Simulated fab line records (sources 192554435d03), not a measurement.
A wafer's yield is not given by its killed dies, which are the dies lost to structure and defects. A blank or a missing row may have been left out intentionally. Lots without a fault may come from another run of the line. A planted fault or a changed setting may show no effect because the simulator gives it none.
A lot that was struck, set against a sound lot -- flow n5-finfet -- 16 steps out of a route of 1938
Sound: wafers L547.2, L547.4, L547.6. Struck: wafer L559.1. (L559.2 of the same lot was not struck and is left out.) The cause comes at the end.
For every step that has rows: the tool of each side, followed by ch and its chambers, followed by its first start. Under that, the readings that differ: sound wafers -- struck wafers -- difference of the means -- sigmas: that difference in standard deviations of wafers without a fault.
alike: a reading whose means differ by less than 2 such deviations, as well as words and numbers matching on both sides. not compared: withheld readings; readings where some wafer has no value; bounds like >300 that might hide an equal value; numbers whose values overlap and for which the record gives no deviation.
A row with sigmas, a row that says differs or no value, or rows on one side alone: a step with any of these is where the two part. When numbers do not overlap yet have no deviation, they are printed without sigmas and do not part them. A reading missing from all wafers of one side parts the sides only when that side holds two or more wafers.

N5_BEOL_M3_ETCH_41: etches SiCN in CH3F/O2, target depth 29.9 nm, time 52.5 s.
  sound on rie-diel-03 ch 0,1; struck on rie-diel-01 ch 2
  alike: drypump-motor-current-A, oes-product-au, rf-vpp-V, showerhead-plenum-p-Torr, throttle-valve-pct
  not compared: rf-hours-counter-h
N5_BEOL_M3_STRIP_97: strips in N2/H2, time 10 s.
  sound on rie-diel-03 ch 0,1; struck on rie-diel-01 ch 2
  alike: drypump-motor-current-A, oes-product-au, rf-vpp-V, showerhead-plenum-p-Torr, throttle-valve-pct
  not compared: rf-hours-counter-h
N5_BEOL_M3_OCD_MEAS_38:
  struck on ocd-02, day 13 15:19; sound on ocd-01, day 8 07:40
  alike: trench-depth-nm
then, 4 steps without rows for these wafers: N5_BEOL_M3_HM_STRIP_39 (strips TiN in peroxide tin strip, target depth 25 nm, time 158 s); N5_BEOL_M3_SRD_40 (time 30 s); N5_BEOL_M3_PRECLEAN_42 (cleans in residue remover, time 60 s); N5_BEOL_M3_SRD_43 (time 30 s).
N5_BEOL_M3_CD_MEAS_35: target cd 18 nm, target cd y 21 nm.
  struck on cd-sem-03, day 13 15:28; sound on cd-sem-03, day 8 07:50
  alike: cd-nm
then, 1 step without rows for these wafers: N5_BEOL_M3_DEGAS_44 (time 60 s).
N5_BEOL_M3_PRE_CLEAN_45: time 30 s.
  struck on pvd-sputter-02, day 13 15:38; sound on pvd-sputter-02, day 8 07:55
  alike: heater-power-w
N5_BEOL_M3_ALD_84: deposits TaN, pulse time 2 s, purge time 3 s, co reactant purge time 2 s.
  sound on ald-metal-02 ch 0,2,3, day 8 07:59; struck on ald-metal-03 ch 2, day 13 15:41
reading,sound,struck,difference,sigmas
mfc-carrier-sccm (sccm),1499 1504 1509,1494,-10,-2
  alike: heater-power-outer-w, heater-power-w, precursor-vessel-temp-c
following that, these wafers have no rows for 1 step: N5_BEOL_M3_SURFACE_TREAT_85.
N5_BEOL_M3_CVD_47: deposits Co from CCTBA/H2, target thk 3 nm, time 223.8 s.
  sound on cvd-co-02 ch 1,2, day 8 08:34; struck on cvd-co-02 ch 1, day 13 16:12
reading,sound,struck,difference,sigmas
run-length-s (s),246.6 247.4 246.1,137.3,-109.4,-99 or more
N5_BEOL_M3_SPUTTER_48: material Cu, target thk 4.5 nm, time 8.29 s.
  struck on pvd-sputter-01, day 13 17:47; sound on pvd-sputter-02, day 8 09:50
  alike: chuck-gas-flow-sccm, substrate-temp-c, throttle-valve-pct
N5_BEOL_M4_RC_MEAS_101:
  sound on prober-01 ch 0, day 9 04:16; struck on prober-01 ch 0, day 14 23:28
reading,sound,struck,difference,sigmas
SS_P (mV/dec),74.0 73.0 74.6,72.5,-1.4,-3
  alike: DIBL_N, DIBL_P, IOFF_N, IOFF_P, ION_N, ION_P, SS_N, VT_N, VT_P
-- a jump in the record: the struck wafers' starts before and after are 4 days apart (it breaks off in module BEOL_M4 and resumes in module PASSIVATION, where the first step shown is number 1936 of the route) --
N5_PASSIVATION_PROBE_49:
  struck on prober-01, day 19 06:28; sound on prober-01, day 13 04:55
reading,sound,struck,difference,sigmas
sort_bin_8_speed (%),0 0.08 0,0,+0,-3
  alike: defect-limited-yield, killed_at_M0_to_M3, killed_at_M4_up, killed-at-contacts, killed-at-front-end, killed-at-other, killed-dies, killed-open, killed-short, sort_bin_5_function, sort_bin_6_memory, sort-n-pass, sort-yield-pct

WHERE THEY PART
Last at N5_PASSIVATION_PROBE_49 as far as this record goes, first at N5_BEOL_M3_ALD_84.

WHY: what had been put in by the simulator
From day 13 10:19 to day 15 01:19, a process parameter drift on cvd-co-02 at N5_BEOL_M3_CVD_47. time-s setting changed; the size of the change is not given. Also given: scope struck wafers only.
